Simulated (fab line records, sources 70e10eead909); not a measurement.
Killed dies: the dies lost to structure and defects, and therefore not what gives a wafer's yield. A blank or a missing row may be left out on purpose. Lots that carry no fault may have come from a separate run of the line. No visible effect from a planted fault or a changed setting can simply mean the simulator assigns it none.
Matching of chambers | flow nand-harc | rie-diel-04 running NHARC_A_CONTACT_ETCH_106: 4 sister chambers
The step etches the open film in CF4/O2, target depth 90 nm, overetch 9 nm, time 49.5 s. 16 wafers are shown with their chamber, then 8 later ones without.

## WAFERS PAIRED WITH THEIR CHAMBERS
wafer  | chamber | drypump-motor-current-A (A) | showerhead-plenum-p-Torr (Torr) | bias-w (W)
L815.2 | 2       | 5.2                         | 1.38                            | 99.5
L815.5 | 1       | 5.4                         | 1.33                            | 100.0
L815.6 | 2       | 5.2                         | 1.38                            | 99.4
L821.1 | 3       | 5.3                         | 1.36                            | 100.3
L821.3 | 0       | 5.4                         | 1.39                            | 100.4
L821.6 | 2       | 5.2                         | 1.38                            | 100.0
L819.2 | 2       | 5.2                         | 1.38                            | 100.1
L819.5 | 1       | 5.4                         | 1.33                            | 99.5
L819.6 | 0       | 5.5                         | 1.39                            | 100.2
L826.1 | 2       | 5.2                         | 1.38                            | 99.4
L826.2 | 3       | 5.3                         | 1.35                            | 100.0
L826.5 | 3       | 5.3                         | 1.35                            | 99.7
L830.2 | 1       | 5.4                         | 1.32                            | 100.1
L830.3 | 0       | 5.4                         | 1.38                            | 100.5
L830.5 | 0       | 5.4                         | 1.38                            | 100.5
L829.1 | 3       | 5.3                         | 1.35                            | 99.6

SIGNATURES (averages over the wafers above)
reading                  | chamber 0 | chamber 1 | chamber 2 | chamber 3 | scatter within a chamber
drypump-motor-current-A  | 5.425     | 5.400     | 5.200     | 5.300     | 0.025
showerhead-plenum-p-Torr | 1.3850    | 1.3267    | 1.3800    | 1.3525    | 0.00449
bias-w                   | 100.400   | 99.867    | 99.680    | 99.900    | 0.294
Rule: distance of a wafer from a chamber = root of the sum over the readings of ((wafer's reading minus chamber's mean) / reading's scatter) squared. The wafer belongs to the nearest chamber; if the next one is less than 2 further off, it can't be placed. The scatter is the square root of a quotient: the sum, over the shown wafers, of each reading's squared deviation from its chamber's mean, divided by wafers minus chambers.

## WAFERS WITHOUT THEIR CHAMBER
wafer  | drypump-motor-current-A (A) | showerhead-plenum-p-Torr (Torr) | bias-w (W)
L829.2 | 5.2                         | 1.38                            | 99.6
L829.3 | 5.4                         | 1.33                            | 99.9
L831.1 | 5.4                         | 1.32                            | 99.9
L831.4 | 5.2                         | 1.38                            | 100.0
L831.5 | 5.4                         | 1.38                            | 100.1
L833.1 | 5.4                         | 1.38                            | 100.4
L833.5 | 5.3                         | 1.35                            | 99.7
L833.6 | 5.2                         | 1.38                            | 100.1

## THE CHAMBER EACH PASSED THROUGH
wafer  | from the rows above | in truth
L829.2 | 2                   | 2
L829.3 | 1                   | 1
L831.1 | 1                   | 1
L831.4 | 2                   | 2
L831.5 | 0                   | 0
L833.1 | 0                   | 0
L833.5 | 3                   | 3
L833.6 | 2                   | 2
Correct placement for 8 of the 8. From these rows, 0 cannot be placed. Number placed wrongly: 0.
